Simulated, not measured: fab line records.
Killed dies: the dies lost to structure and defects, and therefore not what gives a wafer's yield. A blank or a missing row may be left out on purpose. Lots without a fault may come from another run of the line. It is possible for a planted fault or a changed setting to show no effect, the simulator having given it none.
Matching of chambers    flow n5_finfet    3 sister chambers for N5_BEOL_M2_ILD_DEP_00 on pecvd-04
The step deposits SiOC from DEMS/O2, target thk 79 nm, time 15.3 s. 24 wafers are shown with their chamber, then 12 later ones without.

WAFERS WITH THEIR CHAMBER
wafer   chamber  showerhead_plenum_p_Torr (Torr)  heater_power_w (W)  throttle_valve_pct (%)
L075.3  1        5.707                            526                 11.5
L075.4  2        5.691                            443                 11.3
L075.6  1        5.724                            538                 11.5
L076.1  2        5.693                            458                 11.1
L076.3  1        5.717                            503                 11.2
L076.6  1        5.701                            485                 11.6
L078.2  2        5.697                            429                 11.1
L078.4  1        5.692                            545                 11.5
L078.5  2        5.697                            436                 11.0
L082.2  0        5.660                            493                 11.2
L082.4  1        5.726                            551                 11.1
L082.6  2        5.709                            411                 11.0
L083.2  0        5.672                            467                 11.0
L083.4  1        5.690                            504                 11.3
L083.5  0        5.672                            461                 11.0
L087.2  1        5.721                            569                 11.5
L087.4  2        5.690                            475                 11.5
L087.6  1        5.688                            568                 11.1
L088.2  1        5.705                            508                 11.7
L088.3  2        5.705                            388                 11.5
L088.5  1        5.703                            516                 11.3
L089.2  0        5.656                            575                 11.4
L089.4  0        5.662                            566                 11.2
L089.6  2        5.694                            444                 11.3

SIGNATURES (averages over the wafers above)
reading                   chamber 0  chamber 1  chamber 2  scatter within a chamber
showerhead_plenum_p_Torr  5.66440    5.70673    5.69700    0.0107
heater_power_w            512.40     528.45     435.50     34.3
throttle_valve_pct        11.160     11.391     11.225     0.197
Rule: distance of a wafer from a chamber = root of the sum over the readings of ((wafer's reading minus chamber's mean) / reading's scatter) squared. If the next closest chamber is less than 2 further off than the closest, the wafer can't be placed; otherwise it belongs to the closest. The scatter: take each reading less its chamber's mean, square it, sum over the shown wafers, divide by the number of wafers less the number of chambers, and take the root.

WAFERS WITH NO CHAMBER GIVEN
wafer   showerhead_plenum_p_Torr (Torr)  heater_power_w (W)  throttle_valve_pct (%)
L091.2  5.665                            538                 11.1
L091.4  5.694                            406                 11.3
L091.6  5.679                            537                 11.2
L093.3  5.672                            477                 11.4
L093.4  5.692                            488                 11.4
L093.5  5.720                            502                 11.6
L097.1  5.722                            562                 11.7
L097.4  5.660                            465                 11.2
L097.5  5.708                            556                 11.3
L096.1  5.710                            461                 11.3
L096.2  5.673                            573                 11.5
L096.3  5.713                            512                 11.3

CHAMBER TAKEN BY EACH
wafer   from the rows above           in truth
L091.2  0                             0
L091.4  2                             2
L091.6  can't be placed: 0 or 1 or 2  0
L093.3  can't be placed: 0 or 2 or 1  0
L093.4  can't be placed: 1 or 2 or 0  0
L093.5  can't be placed: 1 or 2       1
L097.1  1                             1
L097.4  0                             0
L097.5  1                             1
L096.1  can't be placed: 2 or 1       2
L096.2  can't be placed: 0 or 1       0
L096.3  can't be placed: 1 or 2       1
Correct placement for 5 of the 12. From these rows, 7 cannot be placed; in 7 the true chamber is one of the candidates. Number placed wrongly: 0.
